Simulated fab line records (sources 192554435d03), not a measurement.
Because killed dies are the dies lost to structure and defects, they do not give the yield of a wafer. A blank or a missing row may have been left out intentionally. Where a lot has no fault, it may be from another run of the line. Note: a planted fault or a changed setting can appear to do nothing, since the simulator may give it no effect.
Struck lot and sound lot, side by side -- flow n5-finfet -- 39 steps out of a route of 1938
Sound: the wafers L541.1, L541.2, L541.6. Struck: wafer L542.5 (left out: L542.1, L542.4 of the same lot, which were not struck); the cause appears at the end.
At each step with rows: each side's tool, then ch and its chambers, then its first start. Under that, the readings that differ: sound wafers -- struck wafers -- difference of the means -- sigmas: that difference in standard deviations of wafers without a fault.
alike: a reading whose means differ by less than 2 such deviations, as well as words and numbers matching on both sides. not compared: withheld readings; readings where some wafer has no value; bounds like >300 that might hide an equal value; numbers whose values overlap and for which the record gives no deviation.
The two part at a step that has a row with sigmas, a row that says differs or no value, or rows on one side only. Numbers that have no deviation but don't overlap get no sigmas and don't part them. A reading missing from all wafers of one side parts the sides only when that side holds two or more wafers.

first, 12 steps without rows for these wafers: N5_SDB_ETCH_18 (etches SOC in N2/H2, target depth 100 nm, overetch 20 nm, time 150 s); N5_SDB_STRIP_19 (strips in N2/H2); N5_SDB_STRIP_21 (strips in CF4); N5_SDB_HM_OPEN_20 (chemistry CH3F/O2, target SiNx, stops on poly-Si, target depth 24 nm); N5_SDB_STRIP_22 (strips in N2/H2); N5_SDB_PRECLEAN_23 (cleans in dHF, time 30 s); N5_SDB_DUMMY_REMOVE_24 (chemistry TMAH, target poly-Si, stops on SiO2, target depth 142 nm, time 57 s, rinse time 30 s); N5_SDB_ETCH_25 (etches SiO2 in C4F6/O2, target depth 10 nm, time 3.3 s); N5_SDB_CUT_ETCH_26 (etches Si in HBr/Cl2/O2, target depth 129.6 nm, bt time 20 s, time 51.8 s); N5_SDB_PRECLEAN_38 (cleans in dHF, time 10 s); N5_SDB_PRECLEAN_39 (cleans in O3/DIW, time 45 s); N5_SDB_SRD_28 (time 30 s).
N5_SDB_ALD_29: deposits SiNx, target thk 30 nm, pulse time 1 s, ald cycles 600.
  sound on ald-sin-02 ch 1,3, day 5 00:36; struck on ald-sin-02 ch 0, day 5 08:37
reading,sound,struck,difference,sigmas
ald-cycles,600 600 600,236,-364,
heater-power-w (W),832 867 818,1035,+196,+3
model.SiNx_of_SDB_ALD_29.thk-nm (nm),30 30 30,11.8,-18.2,
  alike: precursor-pulse-height-rel
then, 23 steps without rows for these wafers: N5_SDB_CMP_30 (polishes, stops on poly-Si, t overpolish 1.54 s, target thk 30 nm); N5_DUMMY_REMOVAL_HM_STRIP_01 (strips SiNx in CH3F/O2, stops on poly-Si, target depth 4 nm, time 6.8 s); N5_DUMMY_REMOVAL_STRIP_10 (strips in N2/H2, time 40 s); N5_DUMMY_REMOVAL_PRECLEAN_07 (cleans in dHF, time 30 s); N5_DUMMY_REMOVAL_DUMMY_REMOVE_02 (chemistry TMAH, target poly-Si, stops on SiO2, target depth 142 nm, time 57 s, rinse time 30 s); N5_DUMMY_REMOVAL_PRECLEAN_08 (cleans in NF3:NH3, afs cycles 2, time 20 s, sublimation time 60 s); N5_DUMMY_REMOVAL_PRECLEAN_04 (cleans in DHF, time 37 s); N5_DUMMY_REMOVAL_SRD_05 (time 30 s); N5_HKMG_FIN_IL_REGROW_00 (material SiO2, chemistry O3, target thk 0.75 nm, time 30 s); N5_HKMG_FIN_HK_ALD_01 (deposits HfO2, target thk 1.6 nm, pulse time 3 s, purge time 3 s); N5_HKMG_FIN_HK_ANNEAL_02 (time 30 s); N5_HKMG_FIN_ALD_74 (deposits La2O3, target thk 0.5 nm, pulse time 6 s, co reactant pulse time 1 s); N5_HKMG_FIN_ALD_75 (deposits Al2O3, target thk 1 nm, co reactant pulse time 1 s); N5_HKMG_FIN_COAT_41 (time 60 s, resist thk 300 nm); N5_HKMG_FIN_COAT_42 (time 60 s, resist thk 35 nm); N5_HKMG_FIN_COAT_43 (resist thk 90 nm); N5_HKMG_FIN_EBR_45; N5_HKMG_FIN_SOFTBAKE_44 (time 60 s); N5_HKMG_FIN_EXPOSE_46 (exposes mask NDIPOLE); N5_HKMG_FIN_PEB_47 (peb time 60 s); N5_HKMG_FIN_DEVELOP_48 (develop time 30 s); N5_HKMG_FIN_DESCUM_53 (chemistry O2, time 7.9 s); N5_HKMG_FIN_ETCH_54 (etches SiARC in CF4, target depth 45.5 nm, time 75.8 s).
N5_GATE_CUT_ETCH_58: etches SiNx in CH3F/O2, target depth 17 nm, time 128.6 s.
  sound on rie-diel-01 ch 0,1,3, day 5 14:04; struck on rie-diel-03 ch 0, day 5 20:20
reading,sound,struck,difference,sigmas
model.SiNx_of_SDB_ALD_29.thk-nm (nm),24.4 24.6 24.4,9.6,-14.9,
  alike: drypump-motor-current-A, oes-product-au, rf-vpp-V, showerhead-plenum-p-Torr, throttle-valve-pct
  not compared: rf-hours-counter-h
-- here the record skips 3 days between the struck wafers' starts before and after, leaving off in module GATE_CUT and picking up in module BEOL_M4 (first step shown: number 1111 of the route) --
N5_BEOL_M4_RC_MEAS_101:
  sound on prober-02 ch 0, day 9 02:13; struck on prober-02 ch 0, day 9 08:05
  alike: DIBL_N, DIBL_P, IOFF_N, IOFF_P, ION_N, ION_P, SS_N, SS_P, VT_N, VT_P
-- a jump in the record: the struck wafers' starts before and after are 4 days apart (it breaks off in module BEOL_M4 and resumes in module PASSIVATION, where the first step shown is number 1936 of the route) --
N5_PASSIVATION_PROBE_49:
  record: rows for the struck wafers here (prober-01, day 13 15:21), none for the sound ones

WHERE THEY PART
First at N5_SDB_ALD_29; last, within this record, at N5_PASSIVATION_PROBE_49.

WHY: what the simulator had put in
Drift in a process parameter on ald-sin-02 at N5_SDB_ALD_29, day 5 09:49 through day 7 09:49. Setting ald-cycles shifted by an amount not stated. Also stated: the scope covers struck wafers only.
